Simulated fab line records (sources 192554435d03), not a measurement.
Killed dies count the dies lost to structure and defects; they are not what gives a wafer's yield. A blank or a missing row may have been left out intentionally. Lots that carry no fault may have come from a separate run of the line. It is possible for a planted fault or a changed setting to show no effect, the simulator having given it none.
Comparing a struck lot with a sound one / flow n5-finfet / 36 steps out of a route of 1938
Sound: these wafers, L204.2, L204.5, L204.6. Struck: wafers L199.3, L199.4, L199.5. The cause is given at the end.
At each step with rows: each side's tool, then ch and its chambers, then its first start. Under that, the readings that differ: sound wafers / struck wafers / difference of the means / sigmas: that difference in standard deviations of wafers without a fault.
alike: same words and numbers on both sides, and readings whose means sit less than 2 such deviations apart. not compared: any withheld reading, any reading some wafer has no value for, any bound like >300 that may hide the same value, and any number with overlapping values for which the record gives no deviation.
A row with sigmas, a row that says differs or no value, or rows on one side alone: a step with any of these is where the two part. Numbers that don't overlap but have no deviation are shown without sigmas and don't part them. A reading that every wafer of one side lacks parts them only if that side has two wafers or more.

first, 9 steps without rows for these wafers: N5_BEOL_M4_ANNEAL_95 (time 240 s); N5_BEOL_M4_SPUTTER_96 (material Cu, target thk 4.5 nm, time 8.29 s); N5_BEOL_M4_ECD_50 (material Cu, target thk 300 nm); N5_BEOL_M4_ANNEAL_51 (time 90 s); N5_BEOL_M4_CMP_52 (polishes, stops on SiOC, t overpolish 6.8 s, target thk 40 nm); N5_BEOL_M4_PRE_CLEAN_60 (time 15 s); N5_BEOL_M4_CO_CAP_55 (material Co, precursor CCTBA/H2, target thk 2 nm, time 102.1 s); N5_BEOL_M4_PRE_CLEAN_56 (time 15 s); N5_BEOL_M4_DEP_57 (deposits SiCN from 3MS/NH3, target thk 8 nm, time 14 s).
N5_BEOL_M4_RC_MEAS_101:
  sound on prober-01 ch 0, day 12 12:22; struck on prober-02 ch 0, day 11 06:25
  alike: DIBL_N, DIBL_P, IOFF_N, IOFF_P, ION_N, ION_P, SS_N, SS_P, VT_N, VT_P
then, 24 steps without rows for these wafers: N5_BEOL_M5_ILD_DEP_00 (deposits SiCOH lowk from DEMS/porogen, target thk 140.64 nm, time 25.9 s); N5_BEOL_M5_CURE_79 (cures SiCOH lowk, time 240 s); N5_BEOL_M5_PECVD_70 (deposits SiO2 from TEOS/O2, target thk 16 nm, time 18 s); N5_BEOL_M5_HM_DEP_02 (deposits TiN, target thk 20 nm); N5_BEOL_M5_COAT_59 (time 60 s, resist thk 60 nm); N5_BEOL_M5_COAT_60 (time 60 s, resist thk 12 nm); N5_BEOL_M5_COAT_71 (time 60 s, resist thk 5 nm); N5_BEOL_M5_COAT_05 (resist thk 30 nm); N5_BEOL_M5_EBR_07; N5_BEOL_M5_SOFTBAKE_06 (time 60 s); N5_BEOL_M5_EXPOSE_08 (exposes mask M5, target cd 28 nm); N5_BEOL_M5_PEB_09 (peb time 60 s); N5_BEOL_M5_DEVELOP_10 (develop time 30 s); N5_BEOL_M5_DESCUM_16 (chemistry O2, time 7 s); N5_BEOL_M5_ETCH_72 (etches underlayer in N2/H2, target depth 6.5 nm, time 5.2 s); N5_BEOL_M5_ETCH_61 (etches SiARC in CF4, target depth 15.6 nm, time 26 s); N5_BEOL_M5_ETCH_62 (etches SOC in N2/H2, target depth 75 nm, overetch 15 nm, time 112.5 s); N5_BEOL_M5_STRIP_63 (strips in N2/H2); N5_BEOL_M5_STRIP_73 (strips in N2/H2); N5_BEOL_M5_STRIP_64 (strips in CF4); N5_BEOL_M5_HM_OPEN_17 (chemistry Cl2/BCl3, target TiN, target depth 20 nm, overetch 6 nm); N5_BEOL_M5_STRIP_19 (strips in O2); N5_BEOL_M5_COAT_65 (time 60 s, resist thk 60 nm); N5_BEOL_M5_COAT_66 (time 60 s, resist thk 12 nm).
N5_BEOL_M7_PECVD_70: deposits SiO2 from TEOS/O2, target thk 20 nm, time 22.7 s.
  sound on pecvd-02 ch 0,2, day 13 09:08; struck on pecvd-02 ch 1,2, day 12 06:01
  no value came back on the struck wafers for any of 6 readings (chamber-pressure-Torr (Torr), heater-power-outer-w (W) and others); on the sound wafers chamber-pressure-Torr (Torr) reads 5.506 5.493 5.490
  not compared: since-wet-clean-h
-- the record jumps here: 3 days lie between the struck wafers' starts before and after (it left off in module BEOL_M7 and takes up again in module PASSIVATION, whose first step shown is number 1936 of the route) --
N5_PASSIVATION_PROBE_49:
  sound on prober-02, day 16 17:30; struck on prober-01, day 15 06:50
reading=defect-limited-yield (%); sound=90.8 91.9 90.2; struck=66.0 66.0 65.1; difference=-25.3; sigmas=-18
reading=killed_at_M4_up; sound=17 8 17; struck=321 323 319; difference=+307; sigmas=+58
reading=killed-dies; sound=109 96 116; struck=401 401 412; difference=+298; sigmas=+18
reading=killed-on-rim; sound=14 17 18; struck=17 110 14; difference=+31; sigmas=+8
reading=sort_bin_5_function (%); sound=4.6 4.8 6.0; struck=30.7 30.9 31.5; difference=+25.9; sigmas=+29
reading=sort-n-pass; sound=1071 1084 1064; struck=779 779 768; difference=-298; sigmas=-18
reading=sort-yield-pct (%); sound=90.8 91.9 90.2; struck=66.0 66.0 65.1; difference=-25.3; sigmas=-18
  alike: killed_at_M0_to_M3, killed-at-contacts, killed-at-front-end, killed-at-other, killed-open, killed-short, sort_bin_6_memory

## WHERE THEY PART
Earliest at N5_BEOL_M7_PECVD_70; latest, in this record, at N5_PASSIVATION_PROBE_49.

WHY: what had been put in by the simulator
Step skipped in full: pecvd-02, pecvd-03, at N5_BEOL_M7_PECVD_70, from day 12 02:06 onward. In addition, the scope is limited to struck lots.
